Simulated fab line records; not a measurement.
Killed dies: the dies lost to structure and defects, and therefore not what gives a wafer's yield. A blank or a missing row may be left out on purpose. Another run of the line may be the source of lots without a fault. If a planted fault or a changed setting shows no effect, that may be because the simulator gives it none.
Chamber matching -- flow nand harc -- NHARC_A_CHANNEL_HOLE_D1_ETCH_44 on rie diel-11: 4 sister chambers
The step etches the open film in CF4/O2, target depth 140 nm, overetch 14 nm, time 77 s. 33 wafers are shown with their chamber, then 12 later ones without.

## EACH WAFER AND ITS CHAMBER
wafer,chamber,showerhead plenum p Torr (Torr),drypump motor current A (A),oes product au (a.u.)
L074.2,2,1.31,5.6,1.010
L074.3,1,1.31,5.9,0.987
L074.5,3,1.32,5.8,1.009
L076.1,3,1.32,5.7,1.005
L076.2,2,1.31,5.7,1.011
L076.4,0,1.28,6.1,1.000
L077.2,0,1.28,6.0,1.001
L077.3,2,1.31,5.6,1.020
L077.4,3,1.32,5.7,1.009
L078.1,3,1.32,5.7,1.012
L078.3,0,1.28,6.0,0.990
L078.5,2,1.31,5.7,1.016
L083.2,3,1.32,5.7,1.012
L083.3,0,1.28,6.1,1.011
L083.5,0,1.28,6.0,1.021
L085.1,3,1.31,5.8,1.003
L085.4,0,1.28,6.1,1.011
L085.6,2,1.31,5.6,1.004
L086.1,2,1.31,5.7,1.009
L086.3,3,1.31,5.8,1.023
L086.4,0,1.28,6.0,1.016
L087.1,3,1.31,5.7,1.003
L087.3,0,1.28,6.0,1.004
L087.5,1,1.31,5.9,0.983
L089.1,3,1.31,5.7,1.005
L089.4,0,1.27,6.0,1.013
L089.5,0,1.27,6.1,1.019
L090.2,1,1.31,5.9,0.999
L090.4,2,1.31,5.7,1.006
L090.5,3,1.31,5.7,1.015
L093.4,2,1.31,5.7,1.008
L093.5,2,1.31,5.6,1.005
L093.6,3,1.31,5.7,1.014

SIGNATURES (means of the wafers above)
reading,chamber 0,chamber 1,chamber 2,chamber 3,scatter within a chamber
showerhead plenum p Torr,1.2780,1.3100,1.3100,1.3145,0.00386
drypump motor current A,6.040,5.900,5.656,5.727,0.0484
oes product au,1.00860,0.98967,1.00989,1.01000,0.00736
Rule: for each reading, subtract the chamber's mean from the wafer's reading, divide by that reading's scatter and square the result; add these up over the readings and take the root, which gives the wafer's distance from the chamber. The wafer belongs to the nearest chamber; if the next one is less than 2 further off, it can't be placed. The scatter: take each reading less its chamber's mean, square it, sum over the shown wafers, divide by the number of wafers less the number of chambers, and take the root.

## WAFERS WITHOUT THEIR CHAMBER
wafer,showerhead plenum p Torr (Torr),drypump motor current A (A),oes product au (a.u.)
L094.2,1.31,5.7,1.014
L094.3,1.31,5.6,1.022
L094.4,1.27,6.0,1.022
L095.1,1.31,5.7,1.015
L095.2,1.31,5.7,1.005
L095.5,1.31,5.7,1.018
L096.1,1.31,5.7,1.014
L096.2,1.31,5.7,1.022
L096.3,1.27,6.1,1.010
L097.3,1.31,5.9,0.980
L097.5,1.31,5.7,1.010
L097.6,1.27,6.0,1.013

## WHICH CHAMBER EACH ONE RAN IN
wafer,from the rows above,in truth
L094.2,can't be placed: 2 or 3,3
L094.3,can't be placed: 2 or 3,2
L094.4,0,0
L095.1,can't be placed: 2 or 3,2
L095.2,can't be placed: 2 or 3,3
L095.5,can't be placed: 2 or 3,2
L096.1,can't be placed: 2 or 3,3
L096.2,can't be placed: 2 or 3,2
L096.3,0,0
L097.3,1,1
L097.5,can't be placed: 2 or 3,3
L097.6,0,0
Correct placement for 4 of the 12. Can't be placed from these rows: 8 (the true chamber is among the candidates in 8). 0 placed wrongly.
